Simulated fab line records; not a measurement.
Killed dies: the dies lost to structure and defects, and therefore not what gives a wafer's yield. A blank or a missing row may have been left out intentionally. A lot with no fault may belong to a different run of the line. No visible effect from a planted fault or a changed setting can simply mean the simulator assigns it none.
Chamber matching || flow n5Finfet || N5_FIN_SAQP_MANDREL_ETCH_22 on rieSi-05: 4 sister chambers
The step etches a-Si in HBr/Cl2, stops on SiNx, target depth 60 nm, bt time 10 s, time 30 s. 8 wafers are shown with their chamber, then 12 later ones without.

== WAFERS PAIRED WITH THEIR CHAMBERS ==
{"wafer": "L078.6", "chamber": 1, "throttleValvePct (%)": 35.42, "drypumpMotorCurrentA (A)": 6.4}
{"wafer": "L086.1", "chamber": 2, "throttleValvePct (%)": 35.08, "drypumpMotorCurrentA (A)": 5.3}
{"wafer": "L088.1", "chamber": 3, "throttleValvePct (%)": 34.97, "drypumpMotorCurrentA (A)": 5.6}
{"wafer": "L088.3", "chamber": 0, "throttleValvePct (%)": 35.03, "drypumpMotorCurrentA (A)": 5.7}
{"wafer": "L088.4", "chamber": 2, "throttleValvePct (%)": 35.06, "drypumpMotorCurrentA (A)": 5.3}
{"wafer": "L089.1", "chamber": 3, "throttleValvePct (%)": 34.99, "drypumpMotorCurrentA (A)": 5.6}
{"wafer": "L089.4", "chamber": 1, "throttleValvePct (%)": 35.43, "drypumpMotorCurrentA (A)": 6.5}
{"wafer": "L089.5", "chamber": 0, "throttleValvePct (%)": 35.05, "drypumpMotorCurrentA (A)": 5.7}

== WAFERS MISSING THEIR CHAMBER ==
{"wafer": "L090.2", "throttleValvePct (%)": 35.06, "drypumpMotorCurrentA (A)": 5.7}
{"wafer": "L090.3", "throttleValvePct (%)": 35.43, "drypumpMotorCurrentA (A)": 6.4}
{"wafer": "L090.5", "throttleValvePct (%)": 35.41, "drypumpMotorCurrentA (A)": 6.4}
{"wafer": "L091.2", "throttleValvePct (%)": 35.44, "drypumpMotorCurrentA (A)": 6.4}
{"wafer": "L091.3", "throttleValvePct (%)": 35.03, "drypumpMotorCurrentA (A)": 5.7}
{"wafer": "L091.6", "throttleValvePct (%)": 35.42, "drypumpMotorCurrentA (A)": 6.5}
{"wafer": "L095.2", "throttleValvePct (%)": 35.05, "drypumpMotorCurrentA (A)": 5.7}
{"wafer": "L095.3", "throttleValvePct (%)": 35.07, "drypumpMotorCurrentA (A)": 5.2}
{"wafer": "L095.4", "throttleValvePct (%)": 35.41, "drypumpMotorCurrentA (A)": 6.5}
{"wafer": "L096.2", "throttleValvePct (%)": 34.97, "drypumpMotorCurrentA (A)": 5.6}
{"wafer": "L096.4", "throttleValvePct (%)": 35.03, "drypumpMotorCurrentA (A)": 5.7}
{"wafer": "L096.6", "throttleValvePct (%)": 34.99, "drypumpMotorCurrentA (A)": 5.6}

== WHICH CHAMBER EACH ONE RAN IN ==
{"wafer": "L090.2", "from the rows above": 0, "in truth": 0}
{"wafer": "L090.3", "from the rows above": 1, "in truth": 1}
{"wafer": "L090.5", "from the rows above": 1, "in truth": 1}
{"wafer": "L091.2", "from the rows above": 1, "in truth": 1}
{"wafer": "L091.3", "from the rows above": 0, "in truth": 0}
{"wafer": "L091.6", "from the rows above": 1, "in truth": 1}
{"wafer": "L095.2", "from the rows above": 0, "in truth": 0}
{"wafer": "L095.3", "from the rows above": 2, "in truth": 2}
{"wafer": "L095.4", "from the rows above": 1, "in truth": 1}
{"wafer": "L096.2", "from the rows above": 3, "in truth": 3}
{"wafer": "L096.4", "from the rows above": 0, "in truth": 0}
{"wafer": "L096.6", "from the rows above": 3, "in truth": 3}
Correct placement for 12 of the 12. Can't be placed from these rows: 0. Placed wrongly: 0.
How it was worked out, from the rows above alone: a wafer's distance from a chamber is the root of the sum, over the readings, of the square of ((its reading less the chamber's mean) divided by the reading's scatter). The wafer belongs to the nearest chamber; if the next one is less than 2 further off, it can't be placed. The mean given for a chamber averages the wafers shown for that chamber. The scatter: the root of (the sum of the squares of (reading less its chamber's mean) over the shown wafers, divided by (wafers less chambers)).
